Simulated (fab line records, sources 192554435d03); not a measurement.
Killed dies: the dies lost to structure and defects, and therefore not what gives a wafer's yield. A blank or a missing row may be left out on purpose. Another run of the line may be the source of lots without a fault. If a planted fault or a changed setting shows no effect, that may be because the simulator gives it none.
Lot-split experiment + flow n5Finfet + 21 wafers read across 7 lots, on a route 1938 steps long

== THE SPLIT ITSELF ==
At N5_SD_EPI_N_COAT_33 (time 60 s, resist thk 35 nm), the setting spinRpm was moved away from the recipe's 1500 rpm on 6 of the 21 wafers read, by -9.5% to +9.2%. All remaining wafers had this setting at the recipe value.

== FROM THE SPLIT TO THE READING: what the file shows between them, 3 steps ==
- N5_SD_EPI_N_COAT_03: resist thk 150 nm
- N5_SD_EPI_N_EBR_05
- N5_SD_EPI_N_DESCUM_14: chemistry O2, time 7.9 s

== THE READING ==
etch.depthNm (the simulator's own value, which no gauge read), in nm, at N5_SD_EPI_N_ETCH_34 (etches SiARC in CF4, target depth 45.5 nm, time 75.8 s). There is no usual value for it anywhere in the file. Across the 15 wafers here that went through the recipe, the average is 35.05 nm and the standard deviation 0.063 nm.

| wafer  | tool, chamber at the split | spinRpm as run, rpm | against the recipe | etch.depthNm, nm | against lot-mates on the recipe |
|--------|----------------------------|---------------------|--------------------|------------------|---------------------------------|
| L088.3 | lithoTrack-02, 0           | 1500                | recipe             | 34.92            | -                               |
| L088.5 | lithoTrack-02, 0           | 1500                | recipe             | 35.06            | -                               |
| L088.6 | lithoTrack-02, 0           | 1500                | recipe             | 34.95            | -                               |
| L089.2 | lithoTrack-04, 0           | 1500                | recipe             | 34.98            | -                               |
| L089.5 | lithoTrack-04, 0           | 1500                | recipe             | 35.06            | -                               |
| L089.6 | lithoTrack-04, 0           | 1500                | recipe             | 34.99            | -                               |
| L090.4 | lithoTrack-04, 0           | 1638                | +9.2%              | 33.62            | -1.48                           |
| L090.5 | lithoTrack-04, 0           | 1638                | +9.2%              | 33.66            | -1.44                           |
| L090.6 | lithoTrack-04, 0           | 1500                | recipe             | 35.1             | -                               |
| L091.3 | lithoTrack-05, 0           | 1358                | -9.5%              | 36.85            | +1.77                           |
| L091.4 | lithoTrack-05, 0           | 1358                | -9.5%              | 36.85            | +1.77                           |
| L091.5 | lithoTrack-05, 0           | 1500                | recipe             | 35.08            | -                               |
| L092.2 | lithoTrack-04, 0           | 1500                | recipe             | 35.01            | -                               |
| L092.4 | lithoTrack-04, 0           | 1500                | recipe             | 35.14            | -                               |
| L092.5 | lithoTrack-04, 0           | 1500                | recipe             | 35.11            | -                               |
| L093.3 | lithoTrack-05, 0           | 1419                | -5.4%              | 36.07            | +0.99                           |
| L093.4 | lithoTrack-05, 0           | 1500                | recipe             | 35.08            | -                               |
| L093.5 | lithoTrack-05, 0           | 1419                | -5.4%              | 36.1             | +1.02                           |
| L094.1 | lithoTrack-04, 0           | 1500                | recipe             | 35.04            | -                               |
| L094.5 | lithoTrack-04, 0           | 1500                | recipe             | 35.13            | -                               |
| L094.6 | lithoTrack-04, 0           | 1500                | recipe             | 35.05            | -                               |

FIT RESULTS
A straight line over all 21 wafers: etch.depthNm changes by -0.174 nm for each +1% of spinRpm; r = -0.99; the points scatter about the line by 0.093 nm.
The same after taking each lot's own level away (the mean of its wafers on the recipe; 21 wafers): -0.174 nm for each +1%; r = -1.00; scatter 0.068 nm.
That fit puts the effect of the largest move of spinRpm on the reading at 1.6 nm.
The span of the lots' own levels, 34.977 to 35.100 nm, comes to 2.0 times the standard deviation stated above.
So the lot-to-lot level changes the slope little: the two slopes agree.
Check: with one of the wafers moved furthest among these (-9.5%) left out of the fit, the line predicts +1.65 nm for it against its lot-mates. Against them it came out at +1.77 nm.

== THE OTHER SPLITS THESE WAFERS WENT THROUGH ==
Other splits were also applied to these wafers ahead of the reading. Each is held against what the fit with the lots' levels taken away leaves over:
| other split on the same wafers          | wafers away from the commonest value | r with etch.depthNm (lot level and that fit taken away) |
|-----------------------------------------|--------------------------------------|---------------------------------------------------------|
| N5_WELL_APT_EXPOSE_05 doseMj            | 6                                    | +0.09                                                   |
| N5_WELL_APT_COAT_19 spinRpm             | 10                                   | +0.27                                                   |
| N5_PMOS_HMC_CHANNEL_EPI_COAT_03 spinRpm | 6                                    | +0.19                                                   |
| N5_PMOS_HMC_CHANNEL_EPI_PEB_07 pebTempC | 4                                    | -0.32                                                   |
| N5_FIN_SAQP_PEB_14 pebTimeS             | 5                                    | +0.43                                                   |

== THE WHOLE CHAIN: every reading that the file lists as answering this split, in the file's order ==
| step                | what it does                                           | reading                                                                                  | change (the file's fit)               | r (the file's) |
|---------------------|--------------------------------------------------------|------------------------------------------------------------------------------------------|---------------------------------------|----------------|
| N5_SD_EPI_N_COAT_33 | time 60 s, resist thk 35 nm                            | SiARC_of_SD_EPI_N_COAT_33.thkNm (the simulator's own value, which no gauge read)         | -0.185 nm for each +1% of the setting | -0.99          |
| N5_SD_EPI_N_ETCH_34 | etches SiARC in CF4, target depth 45.5 nm, time 75.8 s | CAR-ArF-block_of_SD_EPI_N_COAT_03.thkNm (the simulator's own value, which no gauge read) | +0.144 nm for each +1% of the setting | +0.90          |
| N5_SD_EPI_N_ETCH_34 | etches SiARC in CF4, target depth 45.5 nm, time 75.8 s | etch.depthNm (the simulator's own value, which no gauge read)                            | -0.175 nm for each +1% of the setting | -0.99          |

== FILE'S OWN FIT ==
etch.depthNm changes by -0.175 nm for each +1% of spinRpm, r = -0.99.
